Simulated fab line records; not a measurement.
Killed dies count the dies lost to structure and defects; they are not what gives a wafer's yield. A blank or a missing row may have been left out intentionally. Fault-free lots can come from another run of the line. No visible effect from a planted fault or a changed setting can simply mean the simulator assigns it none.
A struck lot beside a sound one || flow n5_finfet || 38 steps out of a route of 1938
Sound: the wafers L557.1, L557.3, L557.5. Struck: wafer L566.3. (L566.1 of the same lot was not struck and is left out.) The cause comes at the end.
At each step with rows: each side's tool, then ch and its chambers, then its first start. Under that, the readings that differ: sound wafers || struck wafers || difference of the means || sigmas: that difference in standard deviations of wafers without a fault.
alike: readings with means less than 2 such deviations apart, plus words and numbers identical on both sides. not compared: withheld readings, readings lacking a value on some wafer, bounds such as >300 that could conceal the same value, and numbers that have no deviation in the record and whose values overlap.
The two part at a step that has a row with sigmas, a row that says differs or no value, or rows on one side only. Non-overlapping numbers with no deviation appear without sigmas and do not part them. Lack of a reading on every wafer of one side parts them only where that side has two or more wafers.

first, 9 steps without rows for these wafers: N5_BEOL_M4_ANNEAL_95 (time 240 s); N5_BEOL_M4_SPUTTER_96 (material Cu, target thk 4.5 nm, time 8.29 s); N5_BEOL_M4_ECD_50 (material Cu, target thk 300 nm); N5_BEOL_M4_ANNEAL_51 (time 90 s); N5_BEOL_M4_CMP_52 (polishes, stops on SiOC, t overpolish 6.8 s, target thk 40 nm); N5_BEOL_M4_PRE_CLEAN_60 (time 15 s); N5_BEOL_M4_CO_CAP_55 (material Co, precursor CCTBA/H2, target thk 2 nm, time 102.1 s); N5_BEOL_M4_PRE_CLEAN_56 (time 15 s); N5_BEOL_M4_DEP_57 (deposits SiCN from 3MS/NH3, target thk 8 nm, time 14 s).
N5_BEOL_M4_RC_MEAS_101:
  sound on prober-01 ch 0, day 11 03:01; struck on prober-01 ch 0, day 13 04:33
{"reading": "DIBL_N (mV/V)", "sound": "38.9 38.8 38.1", "struck": 34.4, "difference": -4.2, "sigmas": -3}
{"reading": "DIBL_P (mV/V)", "sound": "39.3 38.3 38.6", "struck": 33.8, "difference": -4.9, "sigmas": -2}
{"reading": "IOFF_N (nA/um)", "sound": "0.208 0.199 0.187", "struck": 0.117, "difference": -0.081, "sigmas": -3}
{"reading": "IOFF_P (nA/um)", "sound": "0.29 0.26 0.26", "struck": 0.19, "difference": -0.08, "sigmas": -2}
{"reading": "ION_N (uA/um)", "sound": "685 677 679", "struck": 648, "difference": -32, "sigmas": -2}
{"reading": "ION_P (uA/um)", "sound": "479 465 471", "struck": 455, "difference": -17, "sigmas": -2}
{"reading": "SS_N (mV/dec)", "sound": "71.3 71.9 72.1", "struck": 70.5, "difference": -1.3, "sigmas": -2}
{"reading": "SS_P (mV/dec)", "sound": "74.1 74.2 73.3", "struck": 72.2, "difference": -1.7, "sigmas": -3}
{"reading": "VT_N (mV)", "sound": "244 245 246", "struck": 256, "difference": "+11", "sigmas": "+3"}
  alike: VT_P
then, 24 steps without rows for these wafers: N5_BEOL_M5_ILD_DEP_00 (deposits SiCOH lowk from DEMS/porogen, target thk 140.64 nm, time 25.9 s); N5_BEOL_M5_CURE_79 (cures SiCOH lowk, time 240 s); N5_BEOL_M5_PECVD_70 (deposits SiO2 from TEOS/O2, target thk 16 nm, time 18 s); N5_BEOL_M5_HM_DEP_02 (deposits TiN, target thk 20 nm); N5_BEOL_M5_COAT_59 (time 60 s, resist thk 60 nm); N5_BEOL_M5_COAT_60 (time 60 s, resist thk 12 nm); N5_BEOL_M5_COAT_71 (time 60 s, resist thk 5 nm); N5_BEOL_M5_COAT_05 (resist thk 30 nm); N5_BEOL_M5_EBR_07; N5_BEOL_M5_SOFTBAKE_06 (time 60 s); N5_BEOL_M5_EXPOSE_08 (exposes mask M5, target cd 28 nm); N5_BEOL_M5_PEB_09 (peb time 60 s); N5_BEOL_M5_DEVELOP_10 (develop time 30 s); N5_BEOL_M5_DESCUM_16 (chemistry O2, time 7 s); N5_BEOL_M5_ETCH_72 (etches underlayer in N2/H2, target depth 6.5 nm, time 5.2 s); N5_BEOL_M5_ETCH_61 (etches SiARC in CF4, target depth 15.6 nm, time 26 s); N5_BEOL_M5_ETCH_62 (etches SOC in N2/H2, target depth 75 nm, overetch 15 nm, time 112.5 s); N5_BEOL_M5_STRIP_63 (strips in N2/H2); N5_BEOL_M5_STRIP_73 (strips in N2/H2); N5_BEOL_M5_STRIP_64 (strips in CF4); N5_BEOL_M5_HM_OPEN_17 (chemistry Cl2/BCl3, target TiN, target depth 20 nm, overetch 6 nm); N5_BEOL_M5_STRIP_19 (strips in O2); N5_BEOL_M5_COAT_65 (time 60 s, resist thk 60 nm); N5_BEOL_M5_COAT_66 (time 60 s, resist thk 12 nm).
N5_BEOL_M8_CMP_52: polishes, stops on SiCOH lowk, t overpolish 6.9 s, target thk 80 nm.
  sound on cmp-03 ch 0,1,3, day 12 16:24; struck on cmp-03 ch 2, day 14 23:25
{"reading": "barrier_field_endpoint_s (s)", "sound": "29.3 27.9 28.2", "struck": 46.9, "difference": "+18.4", "sigmas": "+22"}
{"reading": "overpolish_run_s (s)", "sound": "6.902 6.912 6.899", "struck": 0.052, "difference": -6.852, "sigmas": "-99 or more"}
{"reading": "time_to_endpoint_s (s)", "sound": "64 55 57", "struck": 80, "difference": "+21", "sigmas": "+6"}
  alike: clearing_platen_down_force_psi, edge_zone_pressure_frac, motor_current_A
N5_BEOL_M8_THK_MEAS_53: measures by xrf.
  sound on film_metro-01 at day 12 16:37; struck on film_metro-01 at day 14 23:40
{"reading": "M8_THK (nm)", "sound": "81.6 77.0 80.7", "struck": 196.2, "difference": "+116.4", "sigmas": "+53"}
N5_BEOL_M8_INSPECT_58: inspects for defects (darkfield).
  sound on defect_inspect-01 at day 12 16:47; struck on defect_inspect-01 at day 14 23:49
{"reading": "raw_defect_count", "sound": "91 117 60", "struck": 1089, "difference": "+1000", "sigmas": "+56"}
-- here the record skips 3 days between the struck wafers' starts before and after, leaving off in module BEOL_M8 and picking up in module PASSIVATION (first step shown: number 1936 of the route) --
N5_PASSIVATION_PROBE_49:
  sound on prober-02 at day 15 10:04; struck on prober-01 at day 17 19:59
{"reading": "defect_limited_yield (%)", "sound": "91.5 91.1 90.3", "struck": 0, "difference": -91, "sigmas": -65}
{"reading": "killed_at_M4_up", "sound": "11 12 6", "struck": 1110, "difference": "+1100", "sigmas": "+99 or more"}
{"reading": "killed_dies", "sound": "100 105 115", "struck": 1180, "difference": "+1073", "sigmas": "+63"}
{"reading": "killed_on_rim", "sound": "12 14 21", "struck": 152, "difference": "+136", "sigmas": "+36"}
{"reading": "sort_n_pass", "sound": "1080 1075 1065", "struck": 0, "difference": -1073, "sigmas": -63}
{"reading": "sort_yield_pct (%)", "sound": "91.5 91.1 90.3", "struck": 0, "difference": -91, "sigmas": -65}
  alike: killed_at_M0_to_M3, killed_at_contacts, killed_at_front_end, killed_at_other, killed_open, killed_short, sort_bin_5_function, sort_bin_6_memory

## WHERE THEY PART
At N5_BEOL_M4_RC_MEAS_101 first; at N5_PASSIVATION_PROBE_49 last (within this record only).

WHY: what the simulator had put in
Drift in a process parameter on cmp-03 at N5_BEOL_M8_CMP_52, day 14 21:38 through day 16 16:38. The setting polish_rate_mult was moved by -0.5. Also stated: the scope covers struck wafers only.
